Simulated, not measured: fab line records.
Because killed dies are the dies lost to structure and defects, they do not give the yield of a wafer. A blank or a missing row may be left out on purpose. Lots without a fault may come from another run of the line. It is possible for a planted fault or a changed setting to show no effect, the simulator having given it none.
Struck lot and sound lot, side by side -- flow n5 finfet -- 41 out of 1938 route steps
Sound: the wafers L817.1, L817.2, L817.4. Struck: wafer L829.4; the same lot's L829.6 was not struck, so it is left out; see the end for the cause.
Order at every step that has rows: each side's tool, ch and its chambers, its first start. Under that, the readings that differ: sound wafers -- struck wafers -- difference of the means -- sigmas: that difference in standard deviations of wafers without a fault.
alike: words and numbers the same on both sides, and readings whose means are apart by under 2 such deviations; not compared: readings that were withheld, readings missing a value for some wafer, numbers with overlapping values and no deviation given by the record, and bounds like >300 which may hide the same value.
A row with sigmas, a row that says differs or no value, or rows on one side alone: a step with any of these is where the two part. Numbers that have no deviation but don't overlap get no sigmas and don't part them. A reading that every wafer of one side lacks parts them only if that side has two wafers or more.

first, 9 steps without rows for these wafers: N5_BEOL_M0_SAQP_COAT_82 (time 60 s, resist thk 30 nm); N5_BEOL_M0_SAQP_COAT_08 (resist thk 90 nm); N5_BEOL_M0_SAQP_EBR_10; N5_BEOL_M0_SAQP_SOFTBAKE_09 (time 60 s); N5_BEOL_M0_SAQP_EXPOSE_11 (exposes mask M0 CORE, target cd 42 nm); N5_BEOL_M0_SAQP_PEB_12 (peb time 60 s); N5_BEOL_M0_SAQP_DEVELOP_13 (develop time 30 s); N5_BEOL_M0_SAQP_DESCUM_19 (chemistry O2, time 7.9 s); N5_BEOL_M0_SAQP_ETCH_83 (etches SiARC in CF4, target depth 39 nm, time 65 s).
N5_BEOL_M0_SAQP_ETCH_84: etches SOC in N2/H2, target depth 100 nm, overetch 20 nm, time 150 s.
  sound on rie diel-01 ch 0,1,2, day 6 13:39; struck on rie diel-02 ch 0, day 9 10:12
reading,sound,struck,difference,sigmas
rf hours counter h (h),26 170 136,171,+60,
run length s (s),173.6 174.1 173.3,107.3,-66.4,-99 or more
model.etch.depth nm (nm),99.75 99.65 99.41,68.25,-31.35,
model.SiARC_of_BEOL_M0_SAQP_COAT_82.thk nm (nm),24.6 24.2 24.4,26.8,+2.4,
  alike: drypump motor current A, oes product au, rf vpp V, showerhead plenum p Torr, throttle valve pct
then, 1 step without rows for these wafers: N5_BEOL_M0_SAQP_STRIP_80 (strips in N2/H2).
N5_BEOL_M0_SAQP_HM_OPEN_112: chemistry CHF3/O2, target SiO2, stops on a-Si, target depth 12 nm, time 13.5 s.
  sound on rie diel-01 ch 0,1,2, day 6 13:45; struck on rie diel-02 ch 0, day 9 10:19
reading,sound,struck,difference,sigmas
oes product au (a.u.),0.59 0.48 0.51,0.27,-0.26,-7
rf hours counter h (h),26 170 136,171,+60,
model.SiARC_of_BEOL_M0_SAQP_COAT_82.thk nm (nm),5.4 4.8 5.2,7.4,+2.3,
  alike: drypump motor current A, oes_f_703_au, rf vpp V, showerhead plenum p Torr, throttle valve pct
then, 1 step without rows for these wafers: N5_BEOL_M0_SAQP_STRIP_113 (strips in CHF3/O2).
N5_BEOL_M0_SAQP_MANDREL_ETCH_20: etches a-Si in HBr/Cl2, stops on SiNx, target depth 60 nm, bt time 10 s, time 30 s.
  sound on rie si-05 ch 0,1,3, day 6 13:50; struck on rie si-01 ch 3, day 9 10:23
reading,sound,struck,difference,sigmas
oes product au (a.u.),0.779 0.774 0.805,0.332,-0.454,-46
  alike: drypump motor current A, throttle valve pct
  not compared: rf hours counter h
then, 5 steps without rows for these wafers: N5_BEOL_M0_SAQP_STRIP_86 (strips in N2/H2); N5_BEOL_M0_SAQP_STRIP_115 (strips in post etch residue remover, time 60 s); N5_BEOL_M0_SAQP_SRD_93 (time 30 s); N5_BEOL_M0_SAQP_RECESS_114 (chemistry HF/NH3, target SiO2, target depth 14.4 nm, afs cycles 3, sublimation time 60 s); N5_BEOL_M0_SAQP_SPACER1_ALD_98 (deposits SiO2, target thk 12.8 nm, pulse time 1 s, purge time 2 s).
N5_BEOL_M0_SAQP_SPACER1_ETCHBACK_99: etches SiO2 in CHF3/O2, target depth 15.4 nm, time 7.7 s.
  sound on rie diel-02 ch 0,1,3, day 6 14:56; struck on rie diel-01 ch 2, day 9 12:12
reading,sound,struck,difference,sigmas
oes product au (a.u.),0.70 0.73 0.74,0.28,-0.44,-8
rf hours counter h (h),184 178 147,193,+23,
rf vpp V (V),521 524 523,543,+20,+2
  alike: drypump motor current A, oes_f_703_au, showerhead plenum p Torr, throttle valve pct
N5_BEOL_M0_SAQP_MANDREL1_REMOVE_100: chemistry HBr/Cl2/O2, target a-Si, stops on SiNx, bt time 10 s.
  sound on rie si-06 ch 0,1,2, day 6 15:01; struck on rie si-01 ch 3, day 9 12:17
reading,sound,struck,difference,sigmas
drypump motor current A (A),4.9 5.9 5.8,6.6,+1.1,+2
oes product au (a.u.),1.019 1.002 1.001,0.375,-0.632,-53
model.BEOL_M0_SAQP.cd nm (nm),13 13 12.6,44.2,+31.3,
  alike: throttle valve pct
  not compared: rf hours counter h
N5_BEOL_M0_SAQP_CD_MEAS_25: the cd target is 13.1 nm.
  sound on cd sem-01 ch 0, day 6 15:08; struck on cd sem-02 ch 0, day 9 12:24
  not compared: cd nm
then, 12 steps without rows for these wafers: N5_BEOL_M0_SAQP_ETCH_101 (etches SiNx in CH3F/O2, target depth 29.9 nm, time 42.7 s); N5_BEOL_M0_SAQP_ETCH_102 (etches SiO2 in CF4, target depth 4 nm, time 4.4 s); N5_BEOL_M0_SAQP_MANDREL_ETCH_103 (etches a-Si in HBr/Cl2, stops on SiCN, target depth 45 nm, bt time 10 s, time 27 s); N5_BEOL_M0_SAQP_RECESS_104 (chemistry HF/NH3, target SiO2, target depth 18 nm, afs cycles 3, sublimation time 60 s); N5_BEOL_M0_SAQP_COAT_105 (time 60 s, resist thk 100 nm); N5_BEOL_M0_SAQP_ETCH_106 (etches SOC in N2/H2, stops on SiNx, target depth 150 nm); N5_BEOL_M0_SAQP_ETCH_107 (etches SiNx in CH3F/O2, target depth 30 nm); N5_BEOL_M0_SAQP_STRIP_108 (strips in N2/H2); N5_BEOL_M0_SAQP_RECESS_109 (chemistry HF/NH3, target SiO2, target depth 3 nm, afs cycles 1, sublimation time 60 s); N5_BEOL_M0_SAQP_SPACER2_ALD_26 (deposits SiO2, target thk 15 nm, pulse time 1 s, purge time 2 s); N5_BEOL_M0_SAQP_SPACER2_ETCHBACK_27 (etches SiO2 in CHF3/O2, target depth 22.5 nm, time 11.25 s); N5_BEOL_M0_SAQP_MANDREL2_REMOVE_110 (chemistry HBr/Cl2/O2, target a-Si, stops on SiCN, bt time 10 s).
N5_BEOL_M0_SAQP_CD_MEAS_29: the cd target is 14.4 nm.
  sound on cd sem-03 ch 0, day 6 17:42; struck on cd sem-01 ch 0, day 9 15:39
  not compared: cd nm
then, 4 steps without rows for these wafers: N5_BEOL_M0_SAQP_COAT_69 (time 60 s, resist thk 90 nm); N5_BEOL_M0_SAQP_COAT_72 (time 60 s, resist thk 15 nm); N5_BEOL_M0_SAQP_COAT_87 (time 60 s, resist thk 5 nm); N5_BEOL_M0_SAQP_COAT_34 (resist thk 30 nm).
N5_BEOL_M4_RC_MEAS_101:
  the record has rows for the sound wafers here (prober-02 ch 0, day 8 23:02) and none for the struck ones
-- here the record skips 7 days between the struck wafers' starts before and after, leaving off in module BEOL_M4 and picking up in module PASSIVATION (first step shown: number 1936 of the route) --
N5_PASSIVATION_PROBE_49:
  rows exist in the record for the struck wafers here (prober-01, day 16 22:04), but not for the sound ones

== WHERE THEY PART ==
At N5_BEOL_M0_SAQP_ETCH_84 first; at N5_PASSIVATION_PROBE_49 last (within this record only).

WHY: what had been put in by the simulator
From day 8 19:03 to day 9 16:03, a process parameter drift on rie diel-02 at N5_BEOL_M0_SAQP_ETCH_84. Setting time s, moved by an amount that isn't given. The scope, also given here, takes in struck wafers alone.
